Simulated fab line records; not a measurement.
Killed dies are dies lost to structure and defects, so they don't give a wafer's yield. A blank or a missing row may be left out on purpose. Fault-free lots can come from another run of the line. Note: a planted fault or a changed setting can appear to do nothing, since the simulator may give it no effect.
8D (eight disciplines) problem report, filled in by code || flow n5 finfet || the parts of the form that need people (team, actions taken, sign-off) are left out

## 1. WHAT IS WRONG
At N5_BEOL_M3_ETCH_70, run length s averages 177.3 s over 3 wafers from 3 lots, while fault-free wafers read 143.2 s, standard deviation 0.51. That is +67 standard deviations from the usual mean.
The step: etches SOC in N2/H2, target depth 80 nm, overetch 16 nm, time 120 s.
Seen first at day 11 19:11 on rie diel-02, wafer L376.3. The record has a number at this step for 14 wafers belonging to 5 lots. By rule, "out" or "out of limits" means more than 4 standard deviations away from the usual mean. The other wafers with a number count as sound.

## 2. WHAT IT IS, AND WHAT IT ISN'T
{"question": "which readings at this step", "is": "run length s", "is not": "bias w, chamber pressure mTorr, drypump motor current A, oes product au, rf vpp V, showerhead plenum p Torr, throttle valve pct"}
{"question": "which lots", "is": "L375, L376, L380", "is not": "L365, L384"}
{"question": "which wafers of those lots", "is": "L375.3, L376.3, L380.4", "is not": "L375.1, L375.5, L376.6, L380.1, L380.6"}
{"question": "read on which tools", "is": "rie diel-02", "is not": "rie diel-06"}
{"question": "when", "is": "from day 11 19:11", "is not": "up to then (4 sound wafers); but 7 sound wafers of L375, L380, L384 came after"}

## 3. THE SUSPECTS, EACH WITH WHAT RULES IT OUT
Counting: any tool at a process step up to the reading remains a suspect provided it ran every lot that is out. Sound lots after the first of them don't rule it out here, since some wafers of a struck lot are sound.
- rie diel-02 at N5_BEOL_M3_ETCH_70 (etches SOC in N2/H2, target depth 80 nm, overetch 16 nm, time 120 s): kept. Ran every lot that is out, first one L376 (day 11 19:11); last sound lot up to then L365 (day 8 17:13). Its own run length s readings are out on those wafers.
After counting, what remains is rie diel-02 at N5_BEOL_M3_ETCH_70.

## 4. THE CAUSE (what the simulator had put in)
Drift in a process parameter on rie diel-02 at N5_BEOL_M3_ETCH_70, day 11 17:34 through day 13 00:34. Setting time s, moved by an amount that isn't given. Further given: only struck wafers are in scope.
After counting, this tool was the only one left.

## 5. THE CHAIN OF EFFECTS, in route order
Each row: a reading whose mean over the struck wafers that have a number lies more than 3 standard deviations from the usual. Only readings for which the record gives a usual standard deviation are gone through. hours: the time from each lot's start at the first step in this table that gives one to its start at this step, as a median over the lots. sigmas: the change in usual standard deviations.
{"hours": 0, "step": "N5_BEOL_M3_ETCH_70", "reading": "run length s", "usual": "143.2 s", "on struck wafers": 177.3, "change": "+34.1", "sigmas": "+67"}
The process steps in it:
- N5_BEOL_M3_ETCH_70: etches SOC in N2/H2, target depth 80 nm, overetch 16 nm, time 120 s.
At these later measuring or inspecting steps, every struck wafer for which the step has a row has a number for every such reading, and none has moved that far: N5_BEOL_M4_RC_MEAS_101.

## 6. HOW IT WOULD HAVE BEEN CAUGHT EARLIER
First out-of-limits reading in this record: day 11 19:11, which is 2 hours after fault onset at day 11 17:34.
